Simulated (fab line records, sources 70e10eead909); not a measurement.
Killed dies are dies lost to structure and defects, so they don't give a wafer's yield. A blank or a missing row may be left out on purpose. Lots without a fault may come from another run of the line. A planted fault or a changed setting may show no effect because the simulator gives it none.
A struck lot beside a sound one | flow nand_harc | 15 steps out of a route of 1302
Sound: wafers L817.1, L817.3, L817.6. Struck: wafers L836.1, L836.4, L836.5. The cause comes at the end.
At each step with rows: each side's tool, then ch and its chambers, then its first start. Under that, the readings that differ: sound wafers | struck wafers | difference of the means | sigmas: that difference in standard deviations of wafers without a fault.
alike: readings whose means differ by less than 2 such deviations, and words and numbers that are the same on both sides. not compared: withheld readings, readings that some wafer has no value for, bounds like >300 that may hide the same value, and numbers for which the record gives no deviation and whose values overlap.
The two part at a step that has a row with sigmas, a row that says differs or no value, or rows on one side only. Numbers that don't overlap but have no deviation are shown without sigmas and don't part them. A reading that every wafer of one side lacks parts them only if that side has two wafers or more.

first, 1 step without rows for these wafers: NHARC_A_CONTACT_ETCH_134 (etches the open film in C4F8/O2/Ar, time 140 s, target depth 700 nm).
NHARC_A_CONTACT_ETCH_135: etches the open film in C4F8/O2/Ar, time 311 s, target depth 1912 nm.
  sound on har_cap_etch-03 ch 0, day 22 18:46; struck on har_cap_etch-01 ch 0,1, day 30 13:49
  alike: chamber_pressure_mTorr, oes_air_line_au
  not compared: rf_hours_counter_h
NHARC_A_CONTACT_ETCH_136: etches the open film in C4F8/O2/Ar, time 311 s, target depth 1912 nm.
  sound on har_cap_etch-03 ch 0, day 22 19:02; struck on har_cap_etch-01 ch 0,1, day 30 14:05
  alike: chamber_pressure_mTorr, oes_air_line_au
  not compared: rf_hours_counter_h
NHARC_A_CONTACT_ETCH_137: etches the open film in C4F8/O2/Ar, time 311 s, target depth 1912 nm.
  sound on har_cap_etch-03 ch 0, day 22 19:19; struck on har_cap_etch-01 ch 0,1, day 30 14:22
  alike: chamber_pressure_mTorr, oes_air_line_au
  not compared: rf_hours_counter_h
NHARC_A_CONTACT_ETCH_138: etches the open film in C4F8/O2/Ar, time 311 s, target depth 1914 nm.
  sound on har_cap_etch-03 ch 0, day 22 19:35; struck on har_cap_etch-01 ch 0,1, day 30 14:38
  alike: chamber_pressure_mTorr, oes_air_line_au
  not compared: rf_hours_counter_h
then, 2 steps without rows for these wafers: NHARC_A_CONTACT_ETCH_139 (etches the open film in C4F8/O2/Ar, time 195 s, target depth 840 nm); NHARC_A_CONTACT_ETCH_92 (etches the open film in CH3F/O2, target depth 40 nm, time 85.7 s).
NHARC_A_CONTACT_ETCH_98: etches the open film in C4F6/O2, target depth 20 nm, time 10 s.
  sound on rie_diel-01 ch 0,3; struck on rie_diel-01 ch 1,2
  reading                     | sound       | struck      | difference | sigmas
  drypump_motor_current_A (A) | 4.9 5.5 4.9 | 5.7 6.8 6.7 | +1.3       | +3
  alike: bias_w, c4f6_flow_sccm, oes_product_au, rf_vpp_V, showerhead_plenum_p_Torr, throttle_valve_pct
  not compared: rf_hours_counter_h
NHARC_A_CONTACT_CD_MEAS_15:
  sound on cd_sem-03, day 22 20:38; struck on cd_sem-02, day 30 15:38
  alike: cd_nm
then, 3 steps without rows for these wafers: NHARC_A_CONTACT_STRIP_107 (strips in N2/H2); NHARC_A_CONTACT_STRIP_108 (strips in CF4/CHF3); NHARC_A_CONTACT_STRIP_109 (strips in O2/COS).
NHARC_A_CONTACT_ETCH_110: etches the open film in CF4/O2, target depth 60 nm, overetch 6 nm, time 33 s.
  sound on rie_diel-01 ch 0,1,3, day 22 20:55; struck on rie_diel-01 ch 0,1,3, day 30 15:58
  no value came back on the struck wafers for any of 8 readings (bias_w (W), cf4_flow_sccm (sccm) and others); on the sound wafers bias_w (W) reads 100.31 100.42 99.97
  not compared: rf_hours_counter_h
then, 2 steps without rows for these wafers: NHARC_A_CONTACT_STRIP_26 (strips in O2); NHARC_END_SORT_01.

WHERE THEY PART
First at NHARC_A_CONTACT_ETCH_98; last, within this record, at NHARC_A_CONTACT_ETCH_110.

WHY: what the simulator had put in
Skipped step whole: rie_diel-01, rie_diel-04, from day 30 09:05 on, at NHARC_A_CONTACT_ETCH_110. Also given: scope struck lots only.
